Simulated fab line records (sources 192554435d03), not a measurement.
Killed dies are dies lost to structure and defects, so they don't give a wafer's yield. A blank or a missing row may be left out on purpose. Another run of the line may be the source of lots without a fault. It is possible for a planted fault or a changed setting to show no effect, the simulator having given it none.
Matching of chambers	flow n5Finfet	N5_BEOL_M5_ETCH_67 on rieDiel-03 has 4 sister chambers
The step etches SiARC in CF4, target depth 15.6 nm, time 26 s. 4 wafers are shown with their chamber, then 7 later ones without.

## WAFERS, EACH WITH ITS CHAMBER
wafer	chamber	drypumpMotorCurrentA (A)
L079.1	1	5.6
L080.5	3	6.2
L091.2	2	5.0
L091.3	0	5.0

## WAFERS MISSING THEIR CHAMBER
wafer	drypumpMotorCurrentA (A)
L091.4	5.6
L089.2	6.2
L089.3	5.6
L089.6	5.1
L092.2	5.0
L092.4	5.6
L092.6	6.2

## CHAMBER TAKEN BY EACH
wafer	from the rows above	in truth
L091.4	1	1
L089.2	3	3
L089.3	1	1
L089.6	can't be placed: 0 or 2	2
L092.2	can't be placed: 0 or 2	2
L092.4	1	1
L092.6	3	3
Correctly placed: 5 of 7. These rows do not allow placing 2 (true chamber among the candidates in 2). Placed wrongly: 0.
How it was worked out, from the rows above alone: a wafer's distance from a chamber is the root of the sum, over the readings, of the square of ((its reading less the chamber's mean) divided by the reading's scatter). The wafer belongs to the nearest chamber; if the next one is less than 2 further off, it can't be placed. A chamber's mean is the mean of its shown wafers. The scatter: with one shown wafer a chamber, the root of the mean of the squares of how far each hidden wafer lies from its nearest shown one.
